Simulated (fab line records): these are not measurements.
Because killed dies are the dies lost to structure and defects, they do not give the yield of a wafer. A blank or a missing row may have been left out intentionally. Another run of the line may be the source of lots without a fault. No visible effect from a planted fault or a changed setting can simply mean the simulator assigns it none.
Shared-tool check :: flow nand-harc :: Sample size 13 lots and 45 wafers

WHY IT WAS OPENED
Flagged at NHARC_A_ONON_D1_THK_MEAS_11: reading thk-nm, on 2 of 13 lots. No-fault wafers: 996 nm, standard deviation 9.6.
Rule: flag the lot when none of its wafers has a number, or when each of its wafers that has one lies beyond 4 standard deviations from that mean. All remaining lots are regarded as sound.

lot: L549
measured: day 7 21:02
on: film-metro-02
thk-nm (nm), wafer by wafer: 1004 1004 1007
flag: 

lot: L551
measured: day 8 14:23
on: film-metro-02
thk-nm (nm), wafer by wafer: 987 989 989
flag: 

lot: L553
measured: day 9 06:38
on: film-metro-01
thk-nm (nm), wafer by wafer: 1018 1019 1017
flag: 

lot: L555
measured: day 10 06:55
on: film-metro-02
thk-nm (nm), wafer by wafer: 1011 1011 1009
flag: 

lot: L556
measured: day 10 16:47
on: film-metro-02
thk-nm (nm), wafer by wafer: 989 994 992
flag: 

lot: L557
measured: day 11 08:32
on: film-metro-01
thk-nm (nm), wafer by wafer: 989 989 987
flag: 

lot: L558
measured: day 11 17:11
on: film-metro-02
thk-nm (nm), wafer by wafer: 1013 1013 1013
flag: 

lot: L559
measured: day 12 02:41
on: film-metro-02
thk-nm (nm), wafer by wafer: 979 982 979
flag: 

lot: L561
measured: day 12 13:22
on: film-metro-01
thk-nm (nm), wafer by wafer: 997 997 998
flag: 

lot: L560
measured: day 12 13:34
on: film-metro-02
thk-nm (nm), wafer by wafer: 1006 1007 1005
flag: 

lot: L562
measured: day 13 22:02
on: film-metro-02
thk-nm (nm), wafer by wafer: 993 992 993
flag: 

lot: L568
measured: day 15 14:02
on: film-metro-01
thk-nm (nm), wafer by wafer: 1878 1877 1879 1877 1880 1880
flag: FLAGGED

lot: L569
measured: day 16 01:37
on: film-metro-02
thk-nm (nm), wafer by wafer: 1875 1876 1876 1875 1875 1875
flag: FLAGGED
The numbers of the flagged lots are 1877 nm on average: +881 nm against the usual, or +92 standard deviations.

TOOL THAT RAN EACH LOT
Before the reading, the record contains 2 process steps out of a 1302-step route. Each cell gives the tool, then ch followed by the chambers the sampled wafers passed through, then the start.
lot: L549
flag: 
NHARC_P_BONDPAD_ACTIVATE_29: rie-diel-06 ch 0,3, day 6 21:03
NHARC_A_ONON_D1_DEP_09: pecvd-onon-03 ch 0, day 7 20:32

lot: L551
flag: 
NHARC_P_BONDPAD_ACTIVATE_29: rie-diel-06 ch 0,2,3, day 7 10:17
NHARC_A_ONON_D1_DEP_09: pecvd-onon-02 ch 0, day 8 13:53

lot: L553
flag: 
NHARC_P_BONDPAD_ACTIVATE_29: rie-diel-06 ch 0,2, day 8 05:44
NHARC_A_ONON_D1_DEP_09: pecvd-onon-02 ch 0, day 9 06:11

lot: L555
flag: 
NHARC_P_BONDPAD_ACTIVATE_29: rie-diel-05 ch 2,3, day 9 04:55
NHARC_A_ONON_D1_DEP_09: pecvd-onon-01 ch 0, day 10 06:24

lot: L556
flag: 
NHARC_P_BONDPAD_ACTIVATE_29: rie-diel-10 ch 0,3, day 9 16:22
NHARC_A_ONON_D1_DEP_09: pecvd-onon-01 ch 0, day 10 16:20

lot: L557
flag: 
NHARC_P_BONDPAD_ACTIVATE_29: rie-diel-10 ch 1,3, day 10 07:09
NHARC_A_ONON_D1_DEP_09: pecvd-onon-01 ch 0, day 11 08:08

lot: L558
flag: 
NHARC_P_BONDPAD_ACTIVATE_29: rie-diel-10 ch 0,1,3, day 10 15:21
NHARC_A_ONON_D1_DEP_09: pecvd-onon-03 ch 0, day 11 16:40

lot: L559
flag: 
NHARC_P_BONDPAD_ACTIVATE_29: rie-diel-10 ch 0,2, day 11 01:31
NHARC_A_ONON_D1_DEP_09: pecvd-onon-02 ch 0, day 12 02:14

lot: L561
flag: 
NHARC_P_BONDPAD_ACTIVATE_29: rie-diel-10 ch 0,1, day 11 12:43
NHARC_A_ONON_D1_DEP_09: pecvd-onon-02 ch 0, day 12 12:55

lot: L560
flag: 
NHARC_P_BONDPAD_ACTIVATE_29: rie-diel-05 ch 0,1,3, day 11 11:01
NHARC_A_ONON_D1_DEP_09: pecvd-onon-03 ch 0, day 12 13:04

lot: L562
flag: 
NHARC_P_BONDPAD_ACTIVATE_29: rie-diel-06 ch 0,3, day 12 20:10
NHARC_A_ONON_D1_DEP_09: pecvd-onon-01 ch 0, day 13 21:39

lot: L568
flag: FLAGGED
NHARC_P_BONDPAD_ACTIVATE_29: rie-diel-10 ch 0,3, day 14 13:16
NHARC_A_ONON_D1_DEP_09: pecvd-onon-02 ch 0, day 15 13:38

lot: L569
flag: FLAGGED
NHARC_P_BONDPAD_ACTIVATE_29: rie-diel-06 ch 0,1,2, day 15 00:49
NHARC_A_ONON_D1_DEP_09: pecvd-onon-02 ch 0, day 16 01:06
What is done by these steps:
- NHARC_P_BONDPAD_ACTIVATE_29: chemistry N2, time 60 s.
- NHARC_A_ONON_D1_DEP_09: target thk 1000 nm.
- NHARC_A_ONON_D1_THK_MEAS_11: measures by ellipsometry.

FLAGGED OVER TOTAL, TOOL BY TOOL (the gauges that took the reading come last)
step: NHARC_P_BONDPAD_ACTIVATE_29
tool: rie-diel-05
lots run: 2
flagged: 0
share of the flagged lots: none
sound lots run after its first flagged lot: -

step: NHARC_P_BONDPAD_ACTIVATE_29
tool: rie-diel-06
lots run: 5
flagged: 1
share of the flagged lots: some
sound lots run after its first flagged lot: 0

step: NHARC_P_BONDPAD_ACTIVATE_29
tool: rie-diel-10
lots run: 6
flagged: 1
share of the flagged lots: some
sound lots run after its first flagged lot: 0

step: NHARC_A_ONON_D1_DEP_09
tool: pecvd-onon-01
lots run: 4
flagged: 0
share of the flagged lots: none
sound lots run after its first flagged lot: -

step: NHARC_A_ONON_D1_DEP_09
tool: pecvd-onon-02
lots run: 6
flagged: 2
share of the flagged lots: all
sound lots run after its first flagged lot: 0

step: NHARC_A_ONON_D1_DEP_09
tool: pecvd-onon-03
lots run: 3
flagged: 0
share of the flagged lots: none
sound lots run after its first flagged lot: -

step: NHARC_A_ONON_D1_THK_MEAS_11
tool: film-metro-01
lots run: 4
flagged: 1
share of the flagged lots: some
sound lots run after its first flagged lot: 0

step: NHARC_A_ONON_D1_THK_MEAS_11
tool: film-metro-02
lots run: 9
flagged: 1
share of the flagged lots: some
sound lots run after its first flagged lot: 0

WHAT THE TABLE PERMITS
All flagged lots share 1 row of the table, namely pecvd-onon-02 at NHARC_A_ONON_D1_DEP_09.
- pecvd-onon-02 at NHARC_A_ONON_D1_DEP_09: 2 of its 6 lots flagged. It ran its last sound lot, L561, at day 12 12:55 and its first flagged lot, L568, at day 15 13:38: a fault with its onset between the two fits.
Left over: one tool, pecvd-onon-02 at NHARC_A_ONON_D1_DEP_09.

WHAT HAD BEEN PUT IN BY THE SIMULATOR
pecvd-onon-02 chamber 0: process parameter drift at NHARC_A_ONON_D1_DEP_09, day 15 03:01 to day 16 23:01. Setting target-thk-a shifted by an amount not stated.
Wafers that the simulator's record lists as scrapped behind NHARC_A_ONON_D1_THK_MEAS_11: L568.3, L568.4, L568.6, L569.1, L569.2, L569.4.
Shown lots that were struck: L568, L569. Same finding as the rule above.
